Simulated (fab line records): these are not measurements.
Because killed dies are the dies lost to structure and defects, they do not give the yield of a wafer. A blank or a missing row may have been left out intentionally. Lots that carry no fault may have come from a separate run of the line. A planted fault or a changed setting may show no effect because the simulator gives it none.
A struck lot beside a sound one | flow n5_finfet | 16 steps out of a route of 1938
Sound: these wafers, L744.2, L744.4, L744.5. Struck: wafers L757.2, L757.6. (L757.3 of the same lot was not struck and is left out.) The cause comes at the end.
For every step that has rows: the tool of each side, followed by ch and its chambers, followed by its first start. Under that, the readings that differ: sound wafers | struck wafers | difference of the means | sigmas: that difference in standard deviations of wafers without a fault.
alike: readings with means less than 2 such deviations apart, plus words and numbers identical on both sides. not compared: withheld readings, readings lacking a value on some wafer, bounds such as >300 that could conceal the same value, and numbers that have no deviation in the record and whose values overlap.
A row with sigmas, a row that says differs or no value, or rows on one side alone: a step with any of these is where the two part. Non-overlapping numbers with no deviation appear without sigmas and do not part them. A reading that every wafer of one side lacks parts them only if that side has two wafers or more.

first, 8 steps without rows for these wafers: N5_BEOL_M3_COAT_68 (time 60 s, resist thk 12 nm); N5_BEOL_M3_COAT_76 (time 60 s, resist thk 5 nm); N5_BEOL_M3_COAT_22 (resist thk 30 nm); N5_BEOL_M3_EBR_24; N5_BEOL_M3_SOFTBAKE_23 (time 60 s); N5_BEOL_M3_EXPOSE_25 (exposes mask V2, defocus 5 nm); N5_BEOL_M3_PEB_26 (peb time 60 s); N5_BEOL_M3_DEVELOP_27 (develop time 30 s).
N5_BEOL_M3_CD_MEAS_28: target cd 25.7 nm, target cd y 23.3 nm.
  sound on cd_sem-01 ch 0, day 8 02:30; struck on cd_sem-01 ch 0, day 11 06:29
  alike: cd_nm
N5_BEOL_M3_OVL_MEAS_29:
  sound on overlay-01 ch 0, day 8 02:32; struck on overlay-01 ch 0, day 11 06:31
  alike: V2_OVL
N5_BEOL_M3_INSPECT_30: inspects for defects (brightfield).
  sound: defect_inspect-02 at day 8 02:35; struck: defect_inspect-01 at day 11 06:34
  reading          | sound       | struck  | difference | sigmas
  raw_defect_count | 399 463 309 | 507 664 | +195       | +2
N5_BEOL_M3_DESCUM_33: chemistry O2, time 7 s.
  sound on rie_diel-06 ch 0,1, day 8 03:29; struck on rie_diel-06 ch 0, day 11 06:37
  alike: chamber_pressure_mTorr, drypump_motor_current_A, oes_product_au, rf_vpp_V, showerhead_plenum_p_Torr, throttle_valve_pct
  not compared: rf_hours_counter_h
N5_BEOL_M3_ETCH_77: etches underlayer in N2/H2, target depth 6.5 nm, time 5.2 s.
  sound on rie_diel-06 ch 0,1, day 8 03:31; struck on rie_diel-06 ch 0, day 11 06:38
  reading             | sound             | struck      | difference | sigmas
  h2_flow_sccm (sccm) | 199.8 199.5 199.8 | 219.8 220.1 | +20.2      | +32
  alike: chamber_pressure_mTorr, drypump_motor_current_A, etch_rf_on_time_s, oes_product_au, rf_vpp_V, showerhead_plenum_p_Torr, throttle_valve_pct
  not compared: rf_hours_counter_h
N5_BEOL_M3_ETCH_69: etches SiARC in CF4, target depth 15.6 nm, time 26 s.
  sound on rie_diel-06 ch 0,1, day 8 03:32; struck on rie_diel-06 ch 0, day 11 06:40
  alike: chamber_pressure_mTorr, drypump_motor_current_A, etch_rf_on_time_s, oes_product_au, rf_vpp_V, showerhead_plenum_p_Torr, throttle_valve_pct
  not compared: rf_hours_counter_h
N5_BEOL_M4_RC_MEAS_101:
  sound on prober-02 ch 0, day 8 23:05; struck on prober-01 ch 0, day 12 17:35
  alike: DIBL_N, DIBL_P, IOFF_N, IOFF_P, ION_N, ION_P, SS_N, SS_P, VT_N, VT_P
-- here the record skips 5 days between the struck wafers' starts before and after, leaving off in module BEOL_M4 and picking up in module PASSIVATION (first step shown: number 1936 of the route) --
N5_PASSIVATION_PROBE_49:
  rows exist in the record for the struck wafers here (prober-01, day 17 13:33), but not for the sound ones

== WHERE THEY PART ==
Earliest at N5_BEOL_M3_INSPECT_30; latest, in this record, at N5_PASSIVATION_PROBE_49.

WHY: what had been put in by the simulator
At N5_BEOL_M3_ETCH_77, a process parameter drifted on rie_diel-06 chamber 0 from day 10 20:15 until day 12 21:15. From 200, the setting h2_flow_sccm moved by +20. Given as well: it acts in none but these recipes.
